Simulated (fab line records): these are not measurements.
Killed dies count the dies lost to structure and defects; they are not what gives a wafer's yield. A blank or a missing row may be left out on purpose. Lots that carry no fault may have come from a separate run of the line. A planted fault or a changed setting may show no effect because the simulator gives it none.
Matching of chambers | flow n5_finfet | pecvd-04 running N5_BEOL_M8_PECVD_70: 3 sister chambers
The step deposits SiO2 from TEOS/O2, target thk 20 nm, time 22.7 s. 6 wafers are shown with their chamber, then 11 later ones without.

## WAFERS WITH THEIR CHAMBER
wafer  | chamber | heater_power_w (W) | throttle_valve_pct (%)
L080.1 | 2       | 778                | 21.9
L081.3 | 2       | 756                | 22.6
L084.5 | 1       | 816                | 22.8
L088.5 | 0       | 684                | 22.5
L088.6 | 1       | 912                | 22.8
L089.2 | 0       | 601                | 22.3

## WAFERS WITH NO CHAMBER GIVEN
wafer  | heater_power_w (W) | throttle_valve_pct (%)
L089.4 | 854                | 23.0
L089.5 | 770                | 22.2
L093.3 | 912                | 23.0
L093.5 | 936                | 23.2
L093.6 | 742                | 22.4
L096.1 | 703                | 22.0
L096.3 | 852                | 22.8
L096.6 | 856                | 22.9
L094.1 | 709                | 22.1
L094.2 | 643                | 22.4
L094.6 | 819                | 22.8

## THE CHAMBER EACH PASSED THROUGH
wafer  | from the rows above          | in truth
L089.4 | 1                            | 1
L089.5 | 2                            | 2
L093.3 | 1                            | 1
L093.5 | 1                            | 1
L093.6 | can't be placed: 2 or 0 or 1 | 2
L096.1 | can't be placed: 2 or 0      | 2
L096.3 | 1                            | 1
L096.6 | 1                            | 1
L094.1 | can't be placed: 2 or 0      | 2
L094.2 | 0                            | 0
L094.6 | can't be placed: 1 or 2      | 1
Correctly placed: 7 of 11. Not placeable from these rows: 4 (in 4, the candidates include the true chamber). Wrongly placed: 0.
How it was worked out, from the rows above alone: a wafer's distance from a chamber is the root of the sum, over the readings, of the square of ((its reading less the chamber's mean) divided by the reading's scatter). The wafer belongs to the nearest chamber; if the next one is less than 2 further off, it can't be placed. Each chamber's mean is taken over the wafers shown for it. The scatter is the square root of a quotient: the sum, over the shown wafers, of each reading's squared deviation from its chamber's mean, divided by wafers minus chambers.
